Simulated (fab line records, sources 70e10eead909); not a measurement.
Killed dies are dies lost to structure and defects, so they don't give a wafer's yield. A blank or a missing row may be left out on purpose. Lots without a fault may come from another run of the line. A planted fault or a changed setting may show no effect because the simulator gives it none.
Which tool did it? | flow nand_harc | 14 lots, 42 wafers sampled, at 5 steps of a route of 1302

WHAT THE GAUGES READ, wafer by wafer
NHARC_A_DECK1_JOINT_THK_MEAS_17: measures by ellipsometry. Usual: thk_nm 45.1 nm, standard deviation 1.3.
lot  | measured     | on            | thk_nm (nm)    | flag
L792 | day 12 08:16 | film_metro-02 | 45.0 43.5 43.8 |
L794 | day 13 01:08 | film_metro-01 | 43.4 45.5 44.2 |
L797 | day 13 20:36 | film_metro-02 | 42.7 43.6 45.0 |
L796 | day 13 20:36 | film_metro-01 | 46.3 47.3 47.7 |
L798 | day 14 12:51 | film_metro-02 | 42.6 42.9 45.0 |
L799 | day 15 08:49 | film_metro-02 | 44.5 44.7 46.3 |
L800 | day 15 22:10 | film_metro-02 | 45.7 46.4 48.1 |
L801 | day 16 15:23 | film_metro-01 | 45.6 44.7 46.1 |
L802 | day 17 01:40 | film_metro-01 | 44.2 44.3 46.0 |
L804 | day 17 08:16 | film_metro-01 | 47.1 45.7 47.6 |
L805 | day 18 03:36 | film_metro-01 | 44.9 43.8 43.6 |
L811 | day 20 07:40 | film_metro-01 | 44.5 44.8 43.7 |
L814 | day 21 09:26 | film_metro-01 | 45.0 44.6 47.8 |
L815 | day 22 04:27 | film_metro-01 | 45.5 44.7 46.3 |

NHARC_A_ONON_D2_THK_MEAS_11: measures by ellipsometry. Usual: thk_nm 997 nm, standard deviation 11.
lot  | measured     | on            | thk_nm (nm)    | flag
L792 | day 12 10:44 | film_metro-02 | 979 979 979    |
L794 | day 13 03:27 | film_metro-02 | 996 996 996    |
L797 | day 13 22:55 | film_metro-01 | 1006 1007 1008 |
L796 | day 13 22:58 | film_metro-02 | 991 992 993    |
L798 | day 14 15:10 | film_metro-01 | 997 994 994    |
L799 | day 15 11:08 | film_metro-02 | 1005 1006 1006 |
L800 | day 16 00:28 | film_metro-01 | 1017 1017 1016 |
L801 | day 16 17:43 | film_metro-01 | 981 985 985    |
L802 | day 17 03:58 | film_metro-01 | 994 995 993    |
L804 | day 17 10:35 | film_metro-02 | 976 978 978    |
L805 | day 18 05:55 | film_metro-01 | 997 1000 999   |
L811 | day 20 09:59 | film_metro-02 | 989 989 990    |
L814 | day 21 11:45 | film_metro-02 | 1010 1010 1011 |
L815 | day 22 06:46 | film_metro-01 | 992 990 991    |

NHARC_A_ONON_D2_THK_MEAS_21: measures by ellipsometry. Usual: thk_nm 999 nm, standard deviation 10.
lot  | measured     | on            | thk_nm (nm)    | flag
L792 | day 12 21:31 | film_metro-01 | 1004 1005 1007 |
L794 | day 13 12:39 | film_metro-02 | 991 991 991    |
L797 | day 14 07:28 | film_metro-01 | 1003 1002 1002 |
L796 | day 14 07:28 | film_metro-02 | 1002 1003 1002 |
L798 | day 15 00:19 | film_metro-02 | 994 995 995    |
L799 | day 15 19:43 | film_metro-01 | 1006 1006 1007 |
L800 | day 16 09:18 | film_metro-01 | 1005 1006 1007 |
L801 | day 17 04:51 | film_metro-02 | 995 998 998    |
L802 | day 17 12:31 | film_metro-01 | 985 985 984    |
L804 | day 17 19:07 | film_metro-01 | 980 981 982    |
L805 | day 18 17:16 | film_metro-02 | 986 984 985    |
L811 | day 20 18:53 | film_metro-02 | 792 791 791    | OFF
L814 | day 21 20:53 | film_metro-01 | 783 782 783    | OFF
L815 | day 22 15:16 | film_metro-01 | 1021 1020 1019 |

NHARC_END_SORT_01. Usual: killed_at_array 63, standard deviation 17; killed_at_other 0.8, standard deviation 1.1; killed_at_periphery 3.5, standard deviation 3; killed_dies 67, standard deviation 17; killed_open 3.1, standard deviation 1.6; killed_short 2.6, standard deviation 1.4.
lot  | measured     | on        | killed_at_array | killed_at_other | killed_at_periphery | killed_dies | killed_open | killed_short | flag
L811 | day 32 08:44 | prober-01 | 675 676 676     | 1 1 0           | 1 0 1               | 677 677 677 | 3 5 5       | 4 1 2        | OFF
L814 | day 33 03:03 | prober-01 | 675 674 668     | 2 1 5           | 0 2 4               | 677 677 677 | 4 2 4       | 5 0 2        | OFF

WHICH TOOL RAN EACH LOT (tool, then ch and the chambers of the sampled wafers, then the start)
lot  | NHARC_A_ONON_D2_DEP_19
L792 | pecvd_onon-02 ch 0, day 12 21:01
L794 | pecvd_onon-01 ch 0, day 13 12:12
L797 | pecvd_onon-01 ch 0, day 14 07:04
L796 | pecvd_onon-02 ch 0, day 14 06:57
L798 | pecvd_onon-02 ch 0, day 14 23:47
L799 | pecvd_onon-04 ch 0, day 15 19:15
L800 | pecvd_onon-04 ch 0, day 16 08:51
L801 | pecvd_onon-04 ch 0, day 17 04:19
L802 | pecvd_onon-04 ch 0, day 17 12:08
L804 | pecvd_onon-04 ch 0, day 17 18:36
L805 | pecvd_onon-02 ch 0, day 18 16:49
L811 | pecvd_onon-02 ch 0, day 20 18:29
L814 | pecvd_onon-02 ch 0, day 21 20:22
L815 | pecvd_onon-01 ch 0, day 22 14:48
- NHARC_A_ONON_D2_DEP_19: target thk 1000 nm.

WHAT THE TOOLS THEMSELVES READ (means of the sampled wafers that have a number; where no wafer has one, the mark that the record gives instead)
The record holds no such reading with a usual standard deviation.

THE ANSWER, worked out from the rows above alone
Rule: a lot is off if the mean of its wafers that have a number lies more than 3 standard deviations from the usual mean. A lot without any number at a reading at which 4 lots or more have one is off too. The other lots that the step has rows for count as sound. The gauges are gone through in route order, then the tools' own readings, and for those a lot's mean is taken as printed above. The first step at which some lot is off is used, and at that step the reading that is off furthest; a lot without a number counts as furthest.
Off: L811, L814, at NHARC_A_ONON_D2_THK_MEAS_21 (thk_nm).
A tool fits if, at a process step before that reading, it ran every lot that is off, and no sound lot after the first of them. The gauges at NHARC_A_ONON_D2_THK_MEAS_21 aren't tried: what is off there is off at NHARC_END_SORT_01 too, on other tools, and a gauge's error can't cause that. One fits: pecvd_onon-02 at NHARC_A_ONON_D2_DEP_19. Its last sound lot is L805 (day 18 16:49), its first lot that is off L811 (day 20 18:29): a fault that began between those two fits.

WHAT THE SIMULATOR HAD PUT IN
Process parameter drift: pecvd_onon-02, from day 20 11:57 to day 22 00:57, at NHARC_A_ONON_D2_DEP_19. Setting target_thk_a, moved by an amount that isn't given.
Lots struck among those shown: L811, L814. The rule above found the same.
